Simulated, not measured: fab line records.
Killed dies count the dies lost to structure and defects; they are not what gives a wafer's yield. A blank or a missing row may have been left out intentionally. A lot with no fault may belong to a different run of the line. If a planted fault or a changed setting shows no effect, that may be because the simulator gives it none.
Split-lot study | flow n5_finfet | route with 1938 steps; 7 lots, 21 wafers read

## THE SPLIT
At N5_DUMMY_GATE_COAT_28 (time 60 s, resist thk 10 nm), the setting spin_rpm was moved away from the recipe's 1500 rpm on 5 of the 21 wafers read, by -7.9% to +9.7%. For the rest of the wafers, this setting stayed at what the recipe calls for.

The reading is taken at the split's own step.

## THE READING
underlayer_of_DUMMY_GATE_COAT_28.thk_nm (the simulator's own value, which no gauge read), in nm, at N5_DUMMY_GATE_COAT_28 (time 60 s, resist thk 10 nm). The file gives no usual value for it.

wafer  | tool, chamber at the split | spin_rpm as run, rpm | against the recipe | underlayer_of_DUMMY_GATE_COAT_28.thk_nm, nm | against lot-mates on the recipe
L079.3 | litho_track-05, 0          | 1500                 | recipe             | 10                                          | -
L079.5 | litho_track-05, 0          | 1500                 | recipe             | 10                                          | -
L079.6 | litho_track-05, 0          | 1500                 | recipe             | 10                                          | -
L086.2 | litho_track-02, 0          | 1442                 | -3.9%              | 10.2                                        | +0.2
L086.6 | litho_track-02, 0          | 1442                 | -3.9%              | 10.2                                        | +0.2
L086.3 | litho_track-02, 0          | 1500                 | recipe             | 10                                          | -
L088.2 | litho_track-04, 0          | 1500                 | recipe             | 10                                          | -
L088.4 | litho_track-04, 0          | 1500                 | recipe             | 10                                          | -
L088.6 | litho_track-04, 0          | 1500                 | recipe             | 10                                          | -
L091.1 | litho_track-02, 0          | 1500                 | recipe             | 10                                          | -
L091.4 | litho_track-02, 0          | 1500                 | recipe             | 10                                          | -
L091.6 | litho_track-02, 0          | 1500                 | recipe             | 10                                          | -
L092.1 | litho_track-04, 0          | 1500                 | recipe             | 10                                          | -
L092.3 | litho_track-04, 0          | 1500                 | recipe             | 10                                          | -
L092.6 | litho_track-04, 0          | 1382                 | -7.9%              | 10.4                                        | +0.4
L095.2 | litho_track-05, 0          | 1500                 | recipe             | 10                                          | -
L095.4 | litho_track-05, 0          | 1500                 | recipe             | 10                                          | -
L095.5 | litho_track-05, 0          | 1425                 | -5.0%              | 10.4                                        | +0.4
L097.3 | litho_track-05, 0          | 1500                 | recipe             | 10                                          | -
L097.5 | litho_track-05, 0          | 1500                 | recipe             | 10                                          | -
L097.4 | litho_track-05, 0          | 1646                 | +9.7%              | 9.6                                         | -0.4

THE FIT
A straight line over all 21 wafers: underlayer_of_DUMMY_GATE_COAT_28.thk_nm changes by -0.0494 nm for each +1% of spin_rpm; r = -0.97; the points scatter about the line by 0.038 nm.
The same after taking each lot's own level away (the mean of its wafers on the recipe; 21 wafers): -0.0494 nm for each +1%; r = -0.97; scatter 0.038 nm.
The reading moves by 0.48 nm for the largest change in spin_rpm, on that fit.
The lots' own levels span 10.00 to 10.00 nm.
Consequently the slope shifts little with the lot-to-lot level, the two slopes agreeing.
Check: for one of the wafers moved furthest among these (+9.7%), held out of the fit, the line's prediction against its lot-mates is -0.555 nm. Against them it came out at -0.4 nm.

## FURTHER SPLITS ON THESE WAFERS
These wafers also went through other splits before the reading. Each is held against what the fit with the lots' levels taken away leaves over:
other split on the same wafers | wafers away from the commonest value | r with underlayer_of_DUMMY_GATE_COAT_28.thk_nm (lot level and that fit taken away)
N5_WELL_APT_COAT_02 spin_rpm   | 10                                   | -0.23
N5_WELL_APT_COAT_19 spin_rpm   | 6                                    | -0.23
N5_FIN_SAQP_PECVD_06 time_s    | 7                                    | -0.13
N5_FIN_SAQP_PEB_14 peb_time_s  | 3                                    | -0.07

## THE FILE'S OWN FIT
underlayer_of_DUMMY_GATE_COAT_28.thk_nm changes by -0.0499 nm for each +1% of spin_rpm, r = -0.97.
